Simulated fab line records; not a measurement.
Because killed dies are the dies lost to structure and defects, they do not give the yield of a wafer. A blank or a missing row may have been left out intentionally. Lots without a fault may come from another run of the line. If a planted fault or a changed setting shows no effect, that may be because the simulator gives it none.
fab line records	flow n5Finfet
record: lots: 10	wafers: 29	lastDay: 18
route steps=1938 shown BEOL_M2@865 BEOL_M4@1111 PASSIVATION@1936
lots that met no fault: from a run of the same line without faults
startH: start of the lot's first displayed wafer, in hours after the record's first day	waitH: hours elapsed since this lot's preceding step	" repeats the value in the row above	L1.1+2: one row covering several wafers at once	- no value present, or no start provided	* or withheld: withheld	< > ~ a bound
route shown NAME@n: names a module that has steps shown in the file, with the first one's number in the route	usual: average and standard deviation across the fault-free wafers	same: alike in all rows	chamber/n: place in a boat	sites: each site's reading	_std_site: the standard deviation of these	_edge_site: inner sites' mean taken away from outer sites' mean	radiusMm: for every site, how far away it sits from the centre of the wafer	mask NAME#n: copy n	behind: the last tool/chamber to shape the wafer	hold: reason for holding the lot/hours on hold/outcome of the hold	device: the n, p or np transistor that did not switch	end of line: the tests these same wafers got at the end of their route	a step without rows: its recipe alone	killed: at the first sort, the dies lost to defects and structure; wafer yield is something else	map: shows each die of a wafer: x if killed, . if not, _ if none is there
set.NAME: the run value of the setting; set.NAME@STEP: its run value at that earlier step	model.NAME: the simulator's own value behind a step, which no gauge read
the route's steps for a sample of lots (tables are steps, rows are wafers)
services: a tool's chamber out of use, with start hour (startH, from the record's first day; less than 0 if before it), hours out, and reason
== steps ==
step: N5_BEOL_M2_STRIP_19
recipe: chemistry: O2	powerW: 400	tempC: 40	pressureMtorr: 30	rfFrequencyHz: 6e+07	biasPowerW: 0	overashFraction: 0.2	o2FlowSccm: 225
usual: drypumpMotorCurrentA: 5.6/0.48	oesProductAu: 0.79/0.085	rfVppV: 3.6/0.43	showerheadPlenumPTorr: 2.12/0.078	throttleValvePct: 16.65/0.25
lot.wafer	tool	chamber	startH	waitH	drypumpMotorCurrentA	oesProductAu	rfHoursCounterH	rfVppV	showerheadPlenumPTorr	throttleValvePct
L193.1	rieDiel-04	3	152.86	0.1	5.8	0.77	145	3.8	2.01	16.81
L193.5	"	3	"	"	5.7	0.78	-	3.4	2.01	16.82
L193.6	"	2	"	"	5.8	0.81	-	4.3	2.13	16.75
L196.3	rieDiel-05	2	177.18	0.1	5.2	0.94	16	4.1	2.22	16.23
L196.4	"	1	"	"	5.1	0.69	247	4.1	2.17	17.14
L196.5	"	3	"	"	5.6	0.68	-	3.6	2.16	17.05
L197.2	rieDiel-05	2	179.97	0.1	5.2	0.95	18	3.4	2.22	16.23
L197.4	"	3	"	"	5.5	0.68	223	3.9	2.16	17.06
L197.5	"	3	"	"	5.6	0.69	-	4.4	2.16	17.05
L200.2	rieDiel-06	2	201.52	0.1	5.0	0.66	246	3.6	2.08	16.53
L200.4	"	0	"	"	5.8	0.92	-	3.5	2.22	16.57
L200.6	"	2	"	"	5.0	0.66	-	3.4	2.08	16.53
L203.1	rieDiel-04	0	230.33	0.1	4.8	0.82	97	3.4	2.10	16.43
L203.2	"	3	"	"	5.8	0.75	174	3.5	2.00	16.87
L203.3	"	1	"	"	5.9	0.71	194	3.7	2.16	16.46
L202.3	rieDiel-04	3	235.09	0.1	5.8	0.74	176	3.8	2.00	16.87
L202.4	"	0	"	"	4.8	0.80	-	3.9	2.10	16.41
L202.6	"	1	"	"	6.0	0.71	-	3.5	2.16	16.46
L205.1	rieDiel-05	3	237.80	0.1	5.5	0.66	249	3.4	2.15	17.09
L205.2	"	1	"	"	5.1	0.92	17	3.1	2.16	16.74
L205.3	"	2	"	"	5.2	0.91	28	3.1	2.22	16.25
L204.1	rieDiel-04	2	240.35	0.1	5.8	0.77	105	3.4	2.12	16.80
L204.4	"	1	"	"	5.9	0.70	198	4.0	2.16	16.45
L204.6	"	2	"	"	5.8	0.77	-	3.2	2.12	16.80
L207.2	rieDiel-06	2	266.25	0.1	4.9	0.96	13	3.3	2.07	16.11
L207.4	"	3	"	"	6.0	0.76	155	3.8	2.21	16.95
L211.2	rieDiel-06	2	269.19	0.1	4.9	0.95	15	2.8	2.07	16.12
L211.3	"	1	"	"	5.8	0.73	174	3.9	2.01	16.79
L211.4	"	3	"	"	6.0	0.75	156	4.8	2.21	16.94
step: N5_BEOL_M2_CD_MEAS_18
recipe: pitchNm: 36	targetCdNm: 18
usual: cdNm: 17.9/0.34
lot.wafer	tool	chamber	startH	waitH	cdNm
L193.1	cdSem-03	-	152.93	0.0	18.0
L193.5	"	-	"	"	17.7
L193.6	"	-	"	"	18.4
L196.3	cdSem-02	-	177.26	0.1	17.9
L196.4	"	-	"	"	17.9
L196.5	"	-	"	"	18.0
L197.2	cdSem-02	-	180.04	0.1	17.9
L197.4	"	-	"	"	17.7
L197.5	"	-	"	"	18.1
L200.2	cdSem-02	-	201.59	0.1	18.0
L200.4	"	-	"	"	17.4
L200.6	"	-	"	"	18.3
L203.1	cdSem-01	-	230.40	0.0	17.9
L203.2	"	-	"	"	17.8
L203.3	"	-	"	"	17.5
L202.3	cdSem-01	-	235.17	0.1	17.7
L202.4	"	-	"	"	17.5
L202.6	"	-	"	"	17.7
L205.1	cdSem-02	-	237.87	0.0	17.6
L205.2	"	-	"	"	18.2
L205.3	"	-	"	"	18.1
L204.1	cdSem-01	-	240.42	0.0	17.9
L204.4	"	-	"	"	18.3
L204.6	"	-	"	"	17.7
L207.2	cdSem-03	-	266.32	0.1	17.3
L207.4	"	-	"	"	18.1
L211.2	cdSem-03	-	269.26	0.1	18.1
L211.3	"	-	"	"	18.4
L211.4	"	-	"	"	17.5
step: N5_BEOL_M2_EXPOSE_25
recipe: maskId: V1	na: 0.33	sourceShape: quasar	sigmaInner: 0.2	sigmaOuter: 0.8	polarization: unpolarized	defocusNm: 5	doseMj: 63
usual: exposureDoseMJCm2: 62.81/0.084
lot.wafer	tool	chamber	startH	waitH	mask	exposureDoseMJCm2
L193.1	euvScanner-02	0	153.23	-	V1#0	62.80
L193.5	"	0	"	"	V1#0	62.81
L193.6	"	0	"	"	V1#0	62.83
L196.3	euvScanner-02	0	177.45	-	V1#0	62.75
L196.4	"	0	"	"	V1#0	62.72
L196.5	"	0	"	"	V1#0	62.82
L197.2	euvScanner-02	0	180.24	-	V1#0	62.84
L197.4	"	0	"	"	V1#0	62.75
L197.5	"	0	"	"	V1#0	62.84
L200.2	euvScanner-02	0	201.77	-	V1#0	55.05
L200.4	"	0	"	"	V1#0	55.13
L200.6	"	0	"	"	V1#0	55.11
L203.1	euvScanner-02	0	230.57	-	V1#0	56.56
L203.2	"	0	"	"	V1#0	56.59
L203.3	"	0	"	"	V1#0	56.64
L202.3	euvScanner-02	0	235.36	-	V1#0	57.77
L202.4	"	0	"	"	V1#0	57.83
L202.6	"	0	"	"	V1#0	57.85
L205.1	euvScanner-02	0	238.04	-	V1#0	58.89
L205.2	"	0	"	"	V1#0	58.94
L205.3	"	0	"	"	V1#0	58.83
L204.1	euvScanner-01	0	240.72	-	V1#0	63.01
L204.4	"	0	"	"	V1#0	62.93
L204.6	"	0	"	"	V1#0	62.89
L207.2	euvScanner-01	0	266.50	-	V1#0	62.87
L207.4	"	0	"	"	V1#0	62.91
L211.2	euvScanner-01	0	269.57	-	V1#0	62.79
L211.3	"	0	"	"	V1#0	62.80
L211.4	"	0	"	"	V1#0	62.68
step: N5_BEOL_M2_CD_MEAS_28
recipe: targetCdNm: 26.2	landingEnergyEv: 500	detector: seInlens	targetCdYNm: 24.1	polarity: opening
usual: cdNm: 26.12/0.23
same: landingEnergyEv: 500
lot.wafer	tool	chamber	startH	waitH	cdNm
L193.1	cdSem-03	0	153.37	-	26.09
L193.5	"	0	"	"	26.10
L193.6	"	0	"	"	26.35
L196.3	cdSem-03	0	177.58	-	26.08
L196.4	"	0	"	"	25.59
L196.5	"	0	"	"	26.16
L197.2	cdSem-01	0	180.38	-	25.91
L197.4	"	0	"	"	25.92
L197.5	"	0	"	"	25.99
L200.2	cdSem-03	0	201.91	-	23.79
L200.4	"	0	"	"	23.76
L200.6	"	0	"	"	23.67
L203.1	cdSem-03	0	230.72	-	24.21
L203.2	"	0	"	"	24.47
L203.3	"	0	"	"	24.17
L202.3	cdSem-03	0	235.49	-	24.27
L202.4	"	0	"	"	24.61
L202.6	"	0	"	"	25.00
L205.1	cdSem-02	0	238.19	-	24.42
L205.2	"	0	"	"	24.55
L205.3	"	0	"	"	24.88
L204.1	cdSem-02	0	240.87	-	26.38
L204.4	"	0	"	"	26.36
L204.6	"	0	"	"	26.34
L207.2	cdSem-01	0	266.64	-	25.97
L207.4	"	0	"	"	25.82
L211.2	cdSem-01	0	269.71	-	26.12
L211.3	"	0	"	"	26.02
L211.4	"	0	"	"	26.00
step: N5_BEOL_M2_ETCH_77
recipe: chemistry: N2/H2	target: underlayer	targetDepthA: 65	maskMaterial: CAR-EUV	timeS: 5.2	ionEnergyEv: 200	pressureMtorr: 30	sourceW: 840	biasW: 150	n2FlowSccm: 200	h2FlowSccm: 200	ends: cleared
usual: biasW: 150.0/0.48	drypumpMotorCurrentA: 5.6/0.47	etchRfOnTimeS: 5.14/0.1	oesProductAu: 0.68/0.073	rfVppV: 525/3.1	showerheadPlenumPTorr: 2.57/0.098	throttleValvePct: 17.80/0.22
lot.wafer	tool	chamber	startH	waitH	biasW	drypumpMotorCurrentA	etchRfOnTimeS	oesProductAu	rfHoursCounterH	rfVppV	showerheadPlenumPTorr	throttleValvePct
L193.1	rieDiel-04	0	153.53	0.0	149.8	4.8	5.19	0.71	68	524	2.56	17.63
L193.5	"	0	"	"	150.2	4.8	5.23	0.72	-	523	2.56	17.63
L193.6	"	3	"	"	149.7	5.8	5.06	0.68	-	519	2.43	17.88
L196.3	rieDiel-04	1	177.73	0.0	149.4	5.9	5.08	0.64	173	527	2.63	17.67
L196.4	"	2	"	"	150.9	5.8	4.92	0.71	85	526	2.59	18.06
L196.5	"	3	"	"	150.2	5.7	4.94	0.68	-	522	2.42	17.88
L197.2	rieDiel-05	3	180.53	0.0	149.2	5.5	5.13	0.59	224	525	2.60	18.02
L197.4	"	0	"	"	149.9	6.5	5.30	0.62	163	521	2.44	17.80
L197.5	"	0	"	"	150.4	6.4	5.30	0.63	-	523	2.44	17.75
L200.2	rieDiel-06	2	202.06	0.0	149.9	5.0	5.31	0.58	247	523	2.50	17.61
L200.4	"	3	"	"	150.5	6.0	5.20	0.67	-	529	2.67	17.91
L200.6	"	0	"	"	149.5	5.8	5.07	0.77	-	530	2.71	17.96
L203.1	rieDiel-04	0	230.88	0.0	150.4	4.8	5.16	0.68	97	527	2.55	17.66
L203.2	"	1	"	"	149.9	5.9	5.11	0.61	194	528	2.62	17.70
L203.3	"	3	"	"	150.7	5.8	5.06	0.65	174	522	2.41	17.93
L202.3	rieDiel-04	0	235.64	0.0	149.2	4.7	5.10	0.68	99	524	2.55	17.69
L202.4	"	1	"	"	150.4	6.0	5.11	0.62	196	527	2.62	17.70
L202.6	"	1	"	"	150.3	5.9	5.06	0.63	-	528	2.62	17.69
L205.1	rieDiel-04	2	238.35	0.0	149.6	5.8	5.00	0.68	104	525	2.58	18.11
L205.2	"	1	"	"	150.4	5.9	5.01	0.61	197	526	2.62	17.69
L205.3	"	3	"	"	150.8	5.8	5.04	0.65	178	521	2.41	17.92
L204.1	rieDiel-05	0	241.03	0.0	150.0	6.5	5.32	0.62	190	521	2.43	17.82
L204.4	"	2	"	"	149.7	5.2	5.03	0.80	-	529	2.68	17.26
L204.6	"	1	"	"	150.6	5.2	5.05	0.80	-	525	2.59	17.73
L207.2	rieDiel-05	1	266.80	0.0	149.8	5.1	5.11	0.77	32	524	2.58	17.75
L207.4	"	2	"	"	151.0	5.2	5.10	0.76	42	528	2.68	17.25
L211.2	rieDiel-04	1	269.86	0.0	149.4	5.9	5.11	0.61	209	525	2.62	17.70
L211.3	"	3	"	"	151.1	5.8	5.05	0.64	190	520	2.41	17.92
L211.4	"	0	"	"	149.7	4.7	5.16	0.67	112	525	2.54	17.71
step: N5_BEOL_M4_RC_MEAS_101
usual: DIBL_N: 37.2/2.1	DIBL_P: 37.3/2.3	IOFF_N: 0.18/0.041	IOFF_P: 0.24/0.042	ION_N: 680/13	ION_P: 466/7.7	SS_N: 71.8/0.68	SS_P: 73.5/0.66	VT_N: 249/3.6	VT_P: -248/3.4
lot.wafer	tool	chamber	startH	waitH	DIBL_N[mV/V]	DIBL_P[mV/V]	IOFF_N[nA/um]	IOFF_P[nA/um]	ION_N[uA/um]	ION_P[uA/um]	SS_N[mV/dec]	SS_P[mV/dec]	VT_N[mV]	VT_P[mV]
L193.1	prober-01	0	193.23	0.0	39.2	39.5	0.23	0.27	705	473	71.8	74.0	243	-247
L193.5	"	0	"	"	38.1	37.7	0.19	0.23	689	468	72.9	73.8	248	-252
L193.6	"	0	"	"	39.9	41.7	0.27	0.32	712	482	72.1	74.1	242	-243
L196.3	prober-02	0	210.05	0.3	34.4	33.7	0.13	0.19	676	468	71.2	73.0	254	-252
L196.4	"	0	"	"	35.4	35.4	0.14	0.21	668	460	71.7	72.4	252	-248
L196.5	"	0	"	"	35.9	35.8	0.15	0.22	673	464	71.1	73.9	248	-246
L197.2	prober-01	0	210.66	0.2	35.8	37.3	0.16	0.21	681	466	70.9	72.9	252	-251
L197.4	"	0	"	"	37.4	38.3	0.17	0.22	670	460	71.6	73.8	250	-252
L197.5	"	0	"	"	35.7	36.9	0.15	0.19	680	468	71.0	73.2	251	-253
L205.1	prober-02	0	261.09	0.0	38.8	39.7	0.18	0.22	674	452	71.9	74.1	250	-254
L205.2	"	0	"	"	36.3	36.9	0.14	0.18	662	447	71.5	73.4	252	-256
L205.3	"	0	"	"	38.8	39.1	0.19	0.21	680	457	72.1	73.1	248	-252
L202.3	prober-01	0	262.26	0.5	42.6	43.0	0.30	0.35	715	480	72.6	74.8	241	-246
L202.4	"	0	"	"	39.3	38.8	0.20	0.26	678	464	72.6	73.9	249	-251
L202.6	"	0	"	"	40.7	41.2	0.24	0.31	700	470	72.9	74.8	244	-248
L204.1	prober-01	0	268.92	0.0	37.5	36.8	0.17	0.22	677	468	71.5	73.2	249	-246
L204.4	"	0	"	"	39.4	39.0	0.21	0.24	681	469	72.1	74.9	248	-247
L204.6	"	0	"	"	38.5	37.9	0.18	0.23	678	466	72.5	73.8	247	-247
L207.2	prober-01	0	305.43	0.2	39.4	40.3	0.22	0.30	684	479	73.5	74.3	247	-246
L207.4	"	0	"	"	39.5	40.7	0.21	0.31	675	470	72.4	74.2	250	-244
L211.2	prober-02	0	333.30	0.2	35.5	36.1	0.15	0.19	678	459	71.7	73.9	251	-252
L211.3	"	0	"	"	36.6	37.3	0.17	0.22	667	457	71.9	74.1	248	-249
L211.4	"	0	"	"	38.1	39.4	0.23	0.26	704	473	72.0	74.4	242	-248
step: N5_PASSIVATION_PROBE_49
usual: defectLimitedYield: 91.0/1.6	killed_at_M0_to_M3: 35/11	killed_at_M4_up: 14/5.3	killedAtContacts: 13/6.7	killedAtFrontEnd: 41/12	killedAtOther: 3.9/2.7	killedDies: 106/19	killedOnRim: 14/4	killedOpen: 70/14	killedShort: 35/8.8	sort_bin_4_leakage: 0.01/0.058	sort_bin_5_function: 5.3/1	sort_bin_6_memory: 3.3/0.81	sortNPass: 1073/19	sortYieldPct: 91.0/1.6
same: grossDies: 1180	killedAtBackSide: 0	sort_bin_8_speed[%]: 0
lot.wafer	tool	chamber	startH	waitH	defectLimitedYield[%]	killed_at_M0_to_M3	killed_at_M4_up	killedAtContacts	killedAtFrontEnd	killedAtOther	killedDies	killedOnRim	killedOpen	killedShort	sort_bin_4_leakage[%]	sort_bin_5_function[%]	sort_bin_6_memory[%]	sortNPass	sortYieldPct[%]
L200.2	prober-01	-	340.01	0.1	0.3	1114	12	8	38	4	1176	152	56	30	0	72.5	4.8	4	0.3
L200.4	prober-01	-	340.11	0.2	0.4	1125	7	6	33	4	1175	151	50	23	0	69.8	3.6	5	0.4
L200.6	prober-01	-	340.21	0.3	0.1	1128	6	13	29	3	1179	152	60	33	0	68.0	4.7	1	0.1
L203.1	prober-02	-	358.37	0.0	33.2	686	24	16	53	9	788	98	82	55	0	45.0	17.6	392	33.2
L203.2	prober-02	-	358.42	0.1	30.7	737	20	18	38	5	818	104	82	52	0	44.9	19.2	362	30.7
L203.3	prober-02	-	358.47	0.1	31.3	733	10	15	48	5	811	107	77	39	0	46.8	17.1	369	31.3
L204.1	prober-02	-	370.64	0.0	92.5	31	8	4	40	5	88	14	48	36	0	4.2	2.7	1092	92.5
L204.4	prober-02	-	370.79	0.2	90.2	38	15	20	38	5	116	11	82	33	0	5.9	3.5	1064	90.2
L204.6	prober-02	-	370.89	0.3	89.9	37	11	8	53	10	119	14	78	39	0	5.8	3.6	1061	89.9
killed by level:class
L200.2 BEOL_M2:areaExpose=1088 BEOL_M0_SAQP:geometricParticle:open=14 FIN_SAQP:geometricParticle:open=10 BEOL_M0_SAQP:geometricParticle:short=9 FIN_SAQP:geometricParticle:short=7 STI_FIN_REVEAL:geometricParticle:open=5 MOL_CONTACT_COAG:geometricParticle:open=4 BEOL_M6:geometricParticle:open=4
L200.4 BEOL_M2:areaExpose=1102 FIN_SAQP:geometricParticle:open=11 BEOL_M2:geometricParticle:open=7 GATE_CUT:geometricParticle:short=6 MOL_CONTACT_COAG:geometricParticle:open=5 BEOL_M0_SAQP:geometricParticle:short=5 BEOL_M0_SAQP:geometricParticle:open=5 BEOL_M1:geometricParticle:open=5
L200.6 BEOL_M2:areaExpose=1085 BEOL_M3:geometricParticle:open=10 MOL_CONTACT_COAG:geometricParticle:open=10 BEOL_M0_SAQP:geometricParticle:open=8 BEOL_M0_SAQP:geometricParticle:short=8 FIN_SAQP:geometricParticle:short=6 BEOL_M1:geometricParticle:open=6 DUMMY_GATE:geometricParticle:open=4
L203.1 BEOL_M2:areaExpose=651 STI_FIN_REVEAL:geometricParticle:open=17 BEOL_M4:geometricParticle:open=14 BEOL_M0_SAQP:geometricParticle:short=12 MOL_CONTACT_COAG:geometricParticle:open=11 FIN_SAQP:geometricParticle:open=10 BEOL_M0_SAQP:geometricParticle:open=9 FIN_SAQP:geometricParticle:short=6
L203.2 BEOL_M2:areaExpose=683 MOL_CONTACT_COAG:geometricParticle:open=16 BEOL_M0_SAQP:geometricParticle:short=13 BEOL_M0_SAQP:geometricParticle:open=11 BEOL_M0:geometricParticle:open=11 BEOL_M4:geometricParticle:open=11 FIN_SAQP:geometricParticle:open=10 FIN_SAQP:geometricParticle:short=9
L203.3 BEOL_M2:areaExpose=695 FIN_SAQP:geometricParticle:open=17 BEOL_M0_SAQP:geometricParticle:short=12 MOL_CONTACT_COAG:geometricParticle:open=11 FIN_SAQP:geometricParticle:short=9 BEOL_M3:geometricParticle:open=9 BEOL_M4:geometricParticle:open=8 STI_FIN_REVEAL:geometricParticle:open=8
L204.1 BEOL_M0_SAQP:geometricParticle:short=8 STI_FIN_REVEAL:geometricParticle:open=7 FIN_SAQP:geometricParticle:short=6 STI_FIN_REVEAL:geometricParticle:short=6 BEOL_M0_SAQP:geometricParticle:open=6 BEOL_M2:geometricParticle:open=6 FIN_SAQP:geometricParticle:open=4 BEOL_M0:geometricParticle:open=4
L204.4 MOL_CONTACT_COAG:geometricParticle:open=15 STI_FIN_REVEAL:geometricParticle:open=10 BEOL_M2:geometricParticle:open=10 BEOL_M1:geometricParticle:open=9 FIN_SAQP:geometricParticle:short=8 FIN_SAQP:geometricParticle:open=7 BEOL_M4:geometricParticle:open=7 MOL_CONTACT_COAG:geometricParticle:short=5
L204.6 FIN_SAQP:geometricParticle:open=18 BEOL_M0_SAQP:geometricParticle:open=15 STI_FIN_REVEAL:geometricParticle:open=15 BEOL_M0_SAQP:geometricParticle:short=11 MOL_CONTACT_COAG:geometricParticle:open=7 FIN_SAQP:geometricParticle:short=6 BEOL_M4:geometricParticle:open=5 MIM_BOT:geometricParticle:short=5
== services ==
tool	chamber	startH	hours	kind
euvScanner-02	-	133.35	4.1	repair
rieDiel-05	0	147.50	7.9	repair
euvScanner-02	-	148.96	1.0	pm
rieDiel-04	2	158.73	9.8	repair
euvScanner-01	-	171.63	1.0	pm
euvScanner-01	-	179.16	4.6	pm
rieDiel-05	1	182.10	-	clean
rieDiel-05	1	182.10	-	consumableReplace:focusRing
rieDiel-05	1	182.10	14.4	scheduledDown
rieDiel-05	1	182.10	14.4	ventCycle
euvScanner-01	-	186.58	5.8	pm
rieDiel-05	2	186.93	18.4	repair
rieDiel-06	1	194.90	14.0	repair
euvScanner-02	-	205.11	1.0	pm
euvScanner-02	-	206.23	4.6	pm
euvScanner-02	-	215.37	5.8	pm
rieDiel-04	2	221.50	5.6	repair
rieDiel-04	2	227.60	7.5	repair
euvScanner-01	-	227.78	1.0	pm
rieDiel-05	3	240.19	-	clean
rieDiel-05	3	240.19	-	consumableReplace:focusRing
rieDiel-05	3	240.19	20.8	scheduledDown
rieDiel-04	-	246.59	4.3	pm
euvScanner-02	-	261.29	1.0	pm
== key ==
firstSign: step: N5_BEOL_M2_EXPOSE_25	reading: exposureDoseMJCm2	direction: down	sigmas: 68	usual: 62.81	struck: 57.10
effect: step: N5_BEOL_M2_CD_MEAS_28	reading: cdNm	direction: down	sigmas: 7.9	usual: 26.12	struck: 24.32	through: controlLoop
effect: step: N5_PASSIVATION_PROBE_49	reading: killed_at_M0_to_M3	direction: up	sigmas: 78	usual: 35	struck: 920
moreKillsBornAt: N5_BEOL_M2_EXPOSE_25@euvScanner-02: 5302
metAt N5_BEOL_M2_EXPOSE_25
struckLots L200,L202,L203,L205
rowsEnd L202.3,L202.4,L202.6,L205.1,L205.2,L205.3
laterRowsLeftOut L200.2,L200.4,L200.6,L203.1,L203.2,L203.3
loopTrim: step: N5_BEOL_M2_EXPOSE_25	setting: dose	lots: L202,L203,L205
notActingAt N5_BEOL_M2_STRIP_19,N5_BEOL_M2_CD_MEAS_18,N5_BEOL_M2_ETCH_77
onsetBetween 180.24 201.77
fault: kind: processParameterDrift	tool: euvScanner-02	chamber: -	onsetH: 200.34	steps: N5_BEOL_M2_EXPOSE_25	channel: doseMj	offset: -7.6882	shape: step	actsIn: theseRecipesOnly	stated: 63
laterRowsLeftOut: the simulator's readings of these wafers behind a module that went badly wrong aren't trusted and aren't shown, but for the sort
rowsEnd: these wafers met a further fault down the route, and their rows from its step on are left out
loopTrim: a control loop set the setting to another value than it would have without faults
